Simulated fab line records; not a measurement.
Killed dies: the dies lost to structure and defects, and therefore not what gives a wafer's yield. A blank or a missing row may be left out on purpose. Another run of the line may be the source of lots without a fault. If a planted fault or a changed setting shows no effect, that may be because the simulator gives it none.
A lot that was struck, set against a sound lot | flow nandHarc | 14 steps out of a route of 1302
Sound: wafers L911.3, L911.5, L911.6. Struck: wafer L906.4 (L906.3, L906.5, from the same lot, were not struck and are left out); the cause is given at the end.
Order at every step that has rows: each side's tool, ch and its chambers, its first start. Under that, the readings that differ: sound wafers | struck wafers | difference of the means | sigmas: that difference in standard deviations of wafers without a fault.
alike: words and numbers the same on both sides, and readings whose means are apart by under 2 such deviations; not compared: readings that were withheld, readings missing a value for some wafer, numbers with overlapping values and no deviation given by the record, and bounds like >300 which may hide the same value.
The two part at a step that has a row with sigmas, a row that says differs or no value, or rows on one side only. When numbers do not overlap yet have no deviation, they are printed without sigmas and do not part them. A reading that every wafer of one side lacks parts them only if that side has two wafers or more.

first, 1 step without rows for these wafers: NHARC_A_ONON_D1_DEP_09 (target thk 1000 nm).
NHARC_A_ONON_D1_THK_MEAS_11: measures by ellipsometry.
  sound on filmMetro-01 at day 15 00:58; struck on filmMetro-01 at day 13 00:46
  alike: thkNm
next comes 1 step that has no rows for these wafers: NHARC_A_ONON_D1_DEP_12 (target thickness 1000 nm).
NHARC_A_ONON_D1_THK_MEAS_14: measures by ellipsometry.
  sound on filmMetro-02 at day 15 01:32; struck on filmMetro-01 at day 13 01:20
  alike: thkNm
then, 2 steps without rows for these wafers: NHARC_A_ONON_D1_ANNEAL_15 (time 3600 s); NHARC_A_ONON_D1_DEP_16 (target thk 1000 nm).
NHARC_A_ONON_D1_THK_MEAS_18: measures by ellipsometry.
  sound on filmMetro-01 at day 15 13:05; struck on filmMetro-02 at day 13 09:57
  alike: thkNm
next comes 1 step that has no rows for these wafers: NHARC_A_ONON_D1_DEP_19 (target thickness 1000 nm).
NHARC_A_ONON_D1_THK_MEAS_21: measures by ellipsometry.
  sound on filmMetro-02 at day 15 13:39; struck on filmMetro-02 at day 13 10:32
  alike: thkNm
next comes 1 step that has no rows for these wafers: NHARC_A_ONON_D1_DEP_22 (target thickness 1000 nm).
NHARC_A_ONON_D1_THK_MEAS_24: measures by ellipsometry.
  sound on filmMetro-02 at day 15 14:13; struck on filmMetro-02 at day 13 11:06
  alike: thkNm
NHARC_A_ONON_D1_DEP_25: target thk 1000 nm.
  sound on pecvdOnon-04 ch 0, day 15 14:23; struck on pecvdOnon-03 ch 0, day 13 11:16
NHARC_A_ONON_D1_THK_MEAS_27: measures by ellipsometry.
  sound on filmMetro-01 at day 15 14:47; struck on filmMetro-01 at day 13 11:50
reading    | sound       | struck | difference | sigmas
thkNm (nm) | 992 990 992 | 782    | -209       | -26
  not compared: hold
-- break in the record here, with 16 days between the starts of the struck wafers on either side (left off in module A_ONON_D1, picked up again in module END, where the first step shown is number 1302 on the route) --
NHARC_END_SORT_01:
  sound on prober-02 ch 0, day 32 03:02; struck on prober-01 ch 0, day 29 21:37
  alike: killedAtArray, killedAtOther, killedAtPeriphery, killedDies, killedOpen, killedShort

WHERE THEY PART
At NHARC_A_ONON_D1_THK_MEAS_27 and nowhere else, as far as this record goes. Later steps at which nothing parts them and some readings are alike: NHARC_END_SORT_01.

WHY: what had been put in by the simulator
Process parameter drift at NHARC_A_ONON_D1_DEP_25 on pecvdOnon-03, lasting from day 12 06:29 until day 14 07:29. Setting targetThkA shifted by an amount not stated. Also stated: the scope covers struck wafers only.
